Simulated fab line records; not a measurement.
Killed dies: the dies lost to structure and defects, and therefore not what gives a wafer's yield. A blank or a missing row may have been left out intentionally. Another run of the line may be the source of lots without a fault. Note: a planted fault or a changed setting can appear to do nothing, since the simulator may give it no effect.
Chamber matching -- flow n5Finfet -- N5_SDB_CMP_30 on cmp-04: 4 sister chambers
The step polishes, stops on poly-Si, t overpolish 1.54 s, target thk 30 nm. 16 wafers are shown with their chamber, then 8 later ones without.

## WAFERS, EACH WITH ITS CHAMBER
wafer,chamber,motorCurrentA (A),overpolishRunS (s),timeToEndpointS (s)
L074.2,3,13.4,1.542,18.4
L074.3,2,10.6,1.531,22.5
L074.5,0,11.9,1.527,17.4
L075.1,1,10.9,1.543,18.4
L075.2,2,10.6,1.546,17.1
L075.6,0,12.5,1.540,19.8
L076.1,3,13.2,1.544,14.2
L076.3,2,11.0,1.539,16.6
L076.6,1,11.5,1.546,17.0
L077.1,1,10.7,1.540,18.1
L077.4,3,12.5,1.541,14.1
L077.5,3,12.4,1.555,17.1
L078.1,1,11.3,1.546,15.8
L078.3,2,11.2,1.537,17.8
L078.5,0,11.7,1.534,19.4
L081.1,1,11.2,1.537,17.5

SIGNATURES (means of the wafers above)
reading,chamber 0,chamber 1,chamber 2,chamber 3,scatter within a chamber
motorCurrentA,12.033,11.120,10.850,12.875,0.384
overpolishRunS,1.53367,1.54240,1.53825,1.54550,0.00567
timeToEndpointS,18.867,17.360,18.500,15.950,1.9
Rule: for a wafer and a chamber, the distance is found by dividing, reading by reading, the gap between the wafer's reading and the chamber's mean by the reading's scatter, squaring, summing and taking the root. The wafer belongs to the nearest chamber; if the next one is less than 2 further off, it can't be placed. The scatter: take each reading less its chamber's mean, square it, sum over the shown wafers, divide by the number of wafers less the number of chambers, and take the root.

## WAFERS WITH NO CHAMBER GIVEN
wafer,motorCurrentA (A),overpolishRunS (s),timeToEndpointS (s)
L081.3,12.4,1.548,18.1
L081.6,10.9,1.534,17.6
L088.2,13.2,1.531,16.0
L088.3,11.3,1.555,16.6
L088.5,12.1,1.528,18.3
L097.1,12.1,1.537,15.5
L097.3,11.7,1.529,14.7
L097.5,13.5,1.546,13.5

## WHICH CHAMBER EACH WENT THROUGH
wafer,from the rows above,in truth
L081.3,can't be placed: 3 or 0 or 1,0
L081.6,can't be placed: 2 or 1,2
L088.2,can't be placed: 3 or 0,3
L088.3,can't be placed: 1 or 2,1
L088.5,0,0
L097.1,can't be placed: 0 or 3 or 1 or 2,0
L097.3,can't be placed: 0 or 1 or 2 or 3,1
L097.5,3,3
Correctly placed: 2 of 8. From these rows, 6 cannot be placed; in 6 the true chamber is one of the candidates. 0 placed wrongly.
